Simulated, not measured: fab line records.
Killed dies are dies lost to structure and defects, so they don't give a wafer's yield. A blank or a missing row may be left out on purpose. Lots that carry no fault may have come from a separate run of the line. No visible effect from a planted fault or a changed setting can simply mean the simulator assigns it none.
Split-lot study | flow n5Finfet | 21 wafers read across 7 lots, on a route 1938 steps long

## ABOUT THE SPLIT
At N5_ZERO_LAYER_DEVELOP_10 (develop time 60 s), the setting developTimeS was moved away from the recipe's 60 s on 7 of the 21 wafers read, by -19.9% to +16.5%. This setting was run at the recipe's value on the other wafers.

## BETWEEN THE SPLIT AND THE READING: the file shows 1 step in between
- N5_ZERO_LAYER_HARDBAKE_23: time 120 s

## THE READING
Shown in nm: cdNm at N5_ZERO_LAYER_CD_MEAS_11, with target cd 2000 nm. On this fab line, fault-free wafers typically give 1998.7 nm with a standard deviation of 2.2 nm.

wafer  | tool, chamber at the split | developTimeS as run, s | against the recipe | cdNm, nm | against lot-mates on the recipe
L075.1 | lithoTrack-04, 0           | 60                     | recipe             | 1999.8   | -
L075.2 | lithoTrack-04, 0           | 60                     | recipe             | 2001.0   | -
L075.6 | lithoTrack-04, 0           | 64.87                  | +8.1%              | 2001.4   | +1.0
L081.1 | lithoTrack-01, 0           | 60                     | recipe             | 1997.5   | -
L081.3 | lithoTrack-01, 0           | 60                     | recipe             | 1997.2   | -
L081.6 | lithoTrack-01, 0           | 60                     | recipe             | 1996.7   | -
L082.1 | lithoTrack-01, 0           | 60                     | recipe             | 1998.9   | -
L082.3 | lithoTrack-01, 0           | 60                     | recipe             | 1996.7   | -
L082.5 | lithoTrack-01, 0           | 69.87                  | +16.5%             | 2004.8   | +7.0
L083.2 | lithoTrack-05, 0           | 60                     | recipe             | 1996.9   | -
L083.4 | lithoTrack-05, 0           | 60                     | recipe             | 1999.0   | -
L083.6 | lithoTrack-05, 0           | 56                     | -6.7%              | 1995.1   | -2.9
L084.2 | lithoTrack-01, 0           | 60                     | recipe             | 1998.5   | -
L084.5 | lithoTrack-01, 0           | 48.05                  | -19.9%             | 1990.9   | -7.6
L084.6 | lithoTrack-01, 0           | 48.05                  | -19.9%             | 1993.0   | -5.5
L087.3 | lithoTrack-05, 0           | 60                     | recipe             | 1998.6   | -
L087.4 | lithoTrack-05, 0           | 60                     | recipe             | 1998.1   | -
L087.5 | lithoTrack-05, 0           | 52.8                   | -12.0%             | 1994.7   | -3.6
L089.1 | lithoTrack-05, 0           | 60                     | recipe             | 1997.2   | -
L089.5 | lithoTrack-05, 0           | 60                     | recipe             | 1999.2   | -
L089.6 | lithoTrack-05, 0           | 69.62                  | +16.0%             | 2000.8   | +2.6

FIT RESULTS
A straight line over all 21 wafers: cdNm changes by +0.309 nm for each +1% of developTimeS; r = +0.90; the points scatter about the line by 1.3 nm.
The same after taking each lot's own level away (the mean of its wafers on the recipe; 21 wafers): +0.308 nm for each +1%; r = +0.93; scatter 1.1 nm.
That fit puts the effect of the largest move of developTimeS on the reading at 6.1 nm.
Measured against the standard deviation above, the lots' own levels, which go from 1997.13 to 2000.40 nm, span 1.5 times it.
Consequently the slope shifts little with the lot-to-lot level, the two slopes agreeing.
Check: with one of the wafers moved furthest among these (-19.9%) left out of the fit, the line predicts -5.8 nm for it against its lot-mates. Against them it came out at -7.6 nm.

## FILE'S OWN FIT
cdNm changes by +0.304 nm for each +1% of developTimeS, r = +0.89.
